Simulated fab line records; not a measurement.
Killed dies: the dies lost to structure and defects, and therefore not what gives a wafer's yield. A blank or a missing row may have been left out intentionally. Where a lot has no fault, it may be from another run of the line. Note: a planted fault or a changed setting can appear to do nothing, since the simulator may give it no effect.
Split-lot study	flow n5 finfet	route with 1938 steps; 7 lots, 21 wafers read

== THE SPLIT ==
At N5_FIN_SAQP_COAT_68 (time 60 s, resist thk 100 nm), the setting spin rpm was moved away from the recipe's 1500 rpm on 9 of the 21 wafers read, by -6.3% to +9.9%. This setting was run at the recipe's value on the other wafers.

The reading is taken at the split's own step.

== THE READING ==
SOC_of_FIN_SAQP_COAT_68.thk nm (the simulator's own value, which no gauge read), in nm, at N5_FIN_SAQP_COAT_68 (time 60 s, resist thk 100 nm). The file gives no usual value for it. Average 99.9 nm, standard deviation 0.13 nm, over the 12 wafers here run with the recipe.

wafer	tool, chamber at the split	spin rpm as run, rpm	against the recipe	SOC_of_FIN_SAQP_COAT_68.thk nm, nm	against lot-mates on the recipe
L081.2	litho track-01, 0	1587	+5.8%	97.2	no lot-mate on the recipe
L081.3	litho track-01, 0	1587	+5.8%	97.2	no lot-mate on the recipe
L081.6	litho track-01, 0	1587	+5.8%	97.4	no lot-mate on the recipe
L082.2	litho track-03, 0	1580	+5.3%	97.4	no lot-mate on the recipe
L082.3	litho track-03, 0	1580	+5.3%	97.6	no lot-mate on the recipe
L082.5	litho track-03, 0	1580	+5.3%	97.8	no lot-mate on the recipe
L087.1	litho track-03, 0	1500	recipe	100.2	-
L087.3	litho track-03, 0	1500	recipe	100	-
L087.5	litho track-03, 0	1500	recipe	99.8	-
L088.1	litho track-03, 0	1648	+9.9%	95.4	-4.5
L088.4	litho track-03, 0	1500	recipe	99.8	-
L088.5	litho track-03, 0	1500	recipe	100	-
L089.3	litho track-03, 0	1405	-6.3%	103.4	+3.4
L089.4	litho track-03, 0	1405	-6.3%	103.6	+3.6
L089.5	litho track-03, 0	1500	recipe	100	-
L092.2	litho track-04, 0	1500	recipe	99.8	-
L092.5	litho track-04, 0	1500	recipe	99.8	-
L092.6	litho track-04, 0	1500	recipe	100	-
L096.3	litho track-01, 0	1500	recipe	100	-
L096.4	litho track-01, 0	1500	recipe	99.8	-
L096.5	litho track-01, 0	1500	recipe	99.8	-

THE FIT
A straight line over all 21 wafers: SOC_of_FIN_SAQP_COAT_68.thk nm changes by -0.486 nm for each +1% of spin rpm; r = -0.99; the points scatter about the line by 0.22 nm.
The same after taking each lot's own level away (the mean of its wafers on the recipe; 15 wafers): -0.499 nm for each +1%; r = -0.99; scatter 0.2 nm.
According to that fit, moving spin rpm by its largest amount changes the reading by 4.9 nm.
From 99.87 to 100.00 nm: that is the span of the lots' own levels, equal to 1.0 times the standard deviation above.
The two slopes are in agreement: the lot-to-lot level therefore moves the slope only a little.
Check: for one of the wafers moved furthest among these (+9.9%), held out of the fit, the line's prediction against its lot-mates is -5.45 nm. It came out at -4.5 nm against them.

== OTHER SPLITS APPLIED TO THESE WAFERS ==
Before the reading, these wafers also passed through other splits. Each is held against what the fit with the lots' levels taken away leaves over:
other split on the same wafers	wafers away from the commonest value	r with SOC_of_FIN_SAQP_COAT_68.thk nm (lot level and that fit taken away)
N5_ZERO_LAYER_PECVD_02 time s	7	+0.36
N5_ZERO_LAYER_EXPOSE_08 dose mj	6	+0.36
N5_WELL_APT_COAT_19 spin rpm	6	-0.40
N5_FIN_SAQP_ETCH_65 time s	9	-0.02

== FILE'S OWN FIT ==
SOC_of_FIN_SAQP_COAT_68.thk nm changes by -0.484 nm for each +1% of spin rpm, r = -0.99.
